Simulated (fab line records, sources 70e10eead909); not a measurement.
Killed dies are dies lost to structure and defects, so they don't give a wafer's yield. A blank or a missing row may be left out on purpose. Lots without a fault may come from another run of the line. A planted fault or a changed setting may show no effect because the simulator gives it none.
Which tool did it? | flow nand_harc | 24 lots, 72 wafers sampled, at 3 steps of a route of 1159

WHAT THE GAUGES READ, wafer by wafer
NHARC_A_M0_THK_MEAS_24: measures by xrf. Usual: thk_nm 113.9 nm, standard deviation 1.6.
lot  | measured     | on            | thk_nm (nm)       | flag
L078 | day 17 21:55 | film_metro-02 | 113.7 113.3 113.6 |
L076 | day 18 06:08 | film_metro-01 | 111.5 112.3 114.4 |
L079 | day 18 07:20 | film_metro-01 | 114.7 113.5 113.4 |
L075 | day 18 09:55 | film_metro-01 | 114.6 114.5 113.9 |
L074 | day 18 17:33 | film_metro-01 | 113.9 115.0 112.8 |
L077 | day 18 17:38 | film_metro-02 | 114.6 116.9 116.2 |
L080 | day 19 01:21 | film_metro-01 | 112.5 117.7 115.0 |
L083 | day 19 10:44 | film_metro-01 | 112.3 113.3 112.6 |
L082 | day 19 16:29 | film_metro-01 | 114.9 112.7 112.9 |
L084 | day 19 20:36 | film_metro-02 | 112.8 115.0 114.2 |
L081 | day 19 21:47 | film_metro-02 | 113.0 113.6 111.2 |
L085 | day 20 10:49 | film_metro-02 | 112.6 113.0 112.7 |
L089 | day 20 10:27 | film_metro-01 | 112.2 112.4 114.5 |
L087 | day 21 02:17 | film_metro-02 | 112.7 114.5 114.9 |
L086 | day 21 10:59 | film_metro-01 | 114.6 115.0 114.7 |
L088 | day 21 18:05 | film_metro-02 | 114.5 114.3 117.5 |
L090 | day 21 20:56 | film_metro-02 | 116.4 115.1 113.8 |
L091 | day 22 00:22 | film_metro-01 | 116.9 118.1 116.2 |
L092 | day 22 03:08 | film_metro-02 | 115.5 114.3 114.0 |
L094 | day 22 09:21 | film_metro-02 | 116.7 117.4 114.9 |
L093 | day 22 09:58 | film_metro-01 | 114.5 112.8 115.0 |
L097 | day 22 21:26 | film_metro-01 | 113.0 113.8 115.9 |
L095 | day 23 01:31 | film_metro-01 | 113.4 114.2 112.3 |
L096 | day 23 04:27 | film_metro-01 | 112.7 111.9 111.6 |

NHARC_A_M1_INSPECT_11. Usual: raw_defect_count 30, standard deviation 13.
lot  | measured     | on                | raw_defect_count | flag
L078 | day 17 23:35 | defect_inspect-02 | 27 11 20         |
L076 | day 18 07:59 | defect_inspect-01 | 26 21 26         |
L079 | day 18 08:53 | defect_inspect-01 | 12 6 13          |
L075 | day 18 11:29 | defect_inspect-02 | 37 35 35         |
L074 | day 18 19:18 | defect_inspect-02 | 22 34 31         |
L077 | day 18 19:35 | defect_inspect-01 | 21 22 30         |
L080 | day 19 03:03 | defect_inspect-02 | 12 16 15         |
L083 | day 19 12:19 | defect_inspect-01 | 35 61 33         |
L082 | day 19 18:12 | defect_inspect-02 | 20 13 22         |
L084 | day 19 22:20 | defect_inspect-02 | 27 30 27         |
L081 | day 19 23:28 | defect_inspect-01 | 33 37 21         |
L085 | day 20 12:30 | defect_inspect-01 | 58 64 59         |
L089 | day 20 12:07 | defect_inspect-02 | 23 21 24         |
L087 | day 21 04:24 | defect_inspect-01 | 38 24 40         |
L086 | day 21 12:40 | defect_inspect-01 | 31 30 31         |
L088 | day 21 19:38 | defect_inspect-02 | 21 18 21         |
L090 | day 21 22:29 | defect_inspect-02 | 30 36 24         |
L091 | day 22 02:03 | defect_inspect-02 | 30 38 32         |
L092 | day 22 04:57 | defect_inspect-02 | 26 28 37         |
L094 | day 22 11:03 | defect_inspect-02 | 65 68 59         |
L093 | day 22 11:38 | defect_inspect-01 | 19 15 17         |
L097 | day 22 23:07 | defect_inspect-01 | 36 34 28         |
L095 | day 23 03:12 | defect_inspect-02 | 47 46 37         |
L096 | day 23 06:07 | defect_inspect-01 | 50 48 29         |

WHICH TOOL RAN EACH LOT (tool, then ch and the chambers of the sampled wafers, then the start)
lot  | NHARC_A_BLC_ALD_23
L078 | ald_metal-03 ch 1,2,3, day 17 17:13
L076 | ald_metal-02 ch 0,1,3, day 17 22:11
L079 | ald_metal-03 ch 0,2,3, day 17 22:59
L075 | ald_metal-03 ch 1,2,3, day 18 05:13
L074 | ald_metal-02 ch 1,2,3, day 18 06:26
L077 | ald_metal-03 ch 0,1,2, day 18 07:26
L080 | ald_metal-03 ch 1,3, day 18 17:17
L083 | ald_metal-04 ch 0,1,2, day 19 03:57
L082 | ald_metal-03 ch 0,3, day 19 10:11
L084 | ald_metal-04 ch 0,1,2, day 19 16:04
L081 | ald_metal-02 ch 0,1,2, day 19 16:38
L085 | ald_metal-02 ch 0,1,3, day 20 04:10
L089 | ald_metal-04 ch 0,1,3, day 20 04:55
L087 | ald_metal-04 ch 1,2,3, day 20 21:31
L086 | ald_metal-03 ch 0,1, day 20 21:43
L088 | ald_metal-02 ch 0,1,2, day 21 11:01
L090 | ald_metal-04 ch 0,1,2, day 21 16:09
L091 | ald_metal-04 ch 0,2,3, day 21 16:49
L092 | ald_metal-03 ch 0,3, day 21 18:25
L094 | ald_metal-02 ch 0,2,3, day 22 04:32
L093 | ald_metal-04 ch 0,1,2, day 22 05:23
L097 | ald_metal-03 ch 0,1, day 22 15:13
L095 | ald_metal-03 ch 1,2,3, day 22 20:14
L096 | ald_metal-02 ch 0,1,2, day 22 23:46
- NHARC_A_BLC_ALD_23: deposits TiN, target thk 3 nm, pulse time 1 s, ald cycles 150.

WHAT THE TOOLS THEMSELVES READ (means of the sampled wafers that have a number; where no wafer has one, the mark that the record gives instead)
NHARC_A_BLC_ALD_23. Usual: heater_power_w 1012 W, standard deviation 79; precursor_pulse_height_rel 1.002, standard deviation 0.02.
lot  | tool         | heater_power_w (W) | precursor_pulse_height_rel | flag
L078 | ald_metal-03 | 1030               | 1.006                      |
L076 | ald_metal-02 | 1016               | 1.005                      |
L079 | ald_metal-03 | 1050               | 0.998                      |
L075 | ald_metal-03 | 1041               | 0.992                      |
L074 | ald_metal-02 | 1009               | 1.008                      |
L077 | ald_metal-03 | 1021               | 0.994                      |
L080 | ald_metal-03 | 1024               | 0.998                      |
L083 | ald_metal-04 | 944                | 0.995                      |
L082 | ald_metal-03 | 1018               | 1.010                      |
L084 | ald_metal-04 | 946                | 1.003                      |
L081 | ald_metal-02 | 1058               | 0.999                      |
L085 | ald_metal-02 | 997                | 1.001                      |
L089 | ald_metal-04 | 993                | 0.993                      |
L087 | ald_metal-04 | 1001               | 0.979                      |
L086 | ald_metal-03 | 1011               | 0.983                      |
L088 | ald_metal-02 | 1071               | 0.983                      |
L090 | ald_metal-04 | 951                | 1.017                      |
L091 | ald_metal-04 | 983                | 1.000                      |
L092 | ald_metal-03 | 1000               | 1.007                      |
L094 | ald_metal-02 | 1066               | 0.999                      |
L093 | ald_metal-04 | 958                | 1.022                      |
L097 | ald_metal-03 | 950                | 1.006                      |
L095 | ald_metal-03 | 1017               | 1.029                      |
L096 | ald_metal-02 | 1091               | 1.002                      |

THE ANSWER, worked out from the rows above alone
Rule: a lot is off if the mean of its wafers that have a number lies more than 3 standard deviations from the usual mean. A lot without any number at a reading at which 4 lots or more have one is off too. The other lots that the step has rows for count as sound. The gauges are gone through in route order, then the tools' own readings, and for those a lot's mean is taken as printed above. The first step at which some lot is off is used, and at that step the reading that is off furthest; a lot without a number counts as furthest.
No lot is off at any reading shown: from this, nothing can be told.

WHAT THE SIMULATOR HAD PUT IN
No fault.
